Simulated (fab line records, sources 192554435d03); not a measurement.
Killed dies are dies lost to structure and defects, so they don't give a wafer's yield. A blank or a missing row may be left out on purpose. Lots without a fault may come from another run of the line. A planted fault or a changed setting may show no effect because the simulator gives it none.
Chamber matching | flow n5_finfet | N5_BEOL_M0_DEP_125 on pecvd-02: 3 sister chambers
The step deposits SiCN from 3MS/NH3, target thk 8 nm, time 14 s. 18 wafers are shown with their chamber, then 9 later ones without.

WAFERS WITH THEIR CHAMBER
wafer  | chamber | throttle_valve_pct (%) | showerhead_plenum_p_Torr (Torr)
L076.3 | 2       | 8.2                    | 3.676
L076.5 | 0       | 9.8                    | 3.638
L076.6 | 2       | 8.4                    | 3.676
L077.2 | 1       | 9.6                    | 3.672
L077.3 | 2       | 8.3                    | 3.678
L077.4 | 2       | 8.5                    | 3.669
L078.1 | 1       | 9.7                    | 3.659
L078.4 | 1       | 9.9                    | 3.658
L078.5 | 2       | 8.3                    | 3.675
L081.3 | 2       | 8.5                    | 3.683
L081.5 | 2       | 8.3                    | 3.667
L081.6 | 1       | 9.6                    | 3.662
L084.1 | 2       | 8.5                    | 3.675
L084.2 | 0       | 9.7                    | 3.635
L084.6 | 2       | 8.3                    | 3.669
L086.1 | 0       | 9.8                    | 3.633
L086.5 | 1       | 9.7                    | 3.657
L086.6 | 0       | 9.7                    | 3.638

SIGNATURES (means of the wafers above)
reading                  | chamber 0 | chamber 1 | chamber 2 | scatter within a chamber
throttle_valve_pct       | 9.750     | 9.700     | 8.367     | 0.106
showerhead_plenum_p_Torr | 3.63600   | 3.66160   | 3.67422   | 0.00499
Rule: a wafer's distance from a chamber is the root of the sum, over the readings, of the square of ((its reading less the chamber's mean) divided by the reading's scatter). The wafer belongs to the nearest chamber; if the next one is less than 2 further off, it can't be placed. The scatter: the root of (the sum of the squares of (reading less its chamber's mean) over the shown wafers, divided by (wafers less chambers)).

WAFERS WITHOUT THEIR CHAMBER
wafer  | throttle_valve_pct (%) | showerhead_plenum_p_Torr (Torr)
L088.2 | 9.5                    | 3.656
L088.5 | 9.5                    | 3.656
L088.6 | 10.0                   | 3.636
L091.1 | 9.8                    | 3.663
L091.2 | 8.4                    | 3.681
L091.3 | 9.7                    | 3.641
L096.1 | 10.0                   | 3.632
L096.3 | 8.3                    | 3.674
L096.6 | 10.1                   | 3.633

WHICH CHAMBER EACH WENT THROUGH
wafer  | from the rows above | in truth
L088.2 | 1                   | 1
L088.5 | 1                   | 1
L088.6 | 0                   | 0
L091.1 | 1                   | 1
L091.2 | 2                   | 2
L091.3 | 0                   | 0
L096.1 | 0                   | 0
L096.3 | 2                   | 2
L096.6 | 0                   | 0
Placed correctly: 9 of 9. Can't be placed from these rows: 0. Placed wrongly: 0.
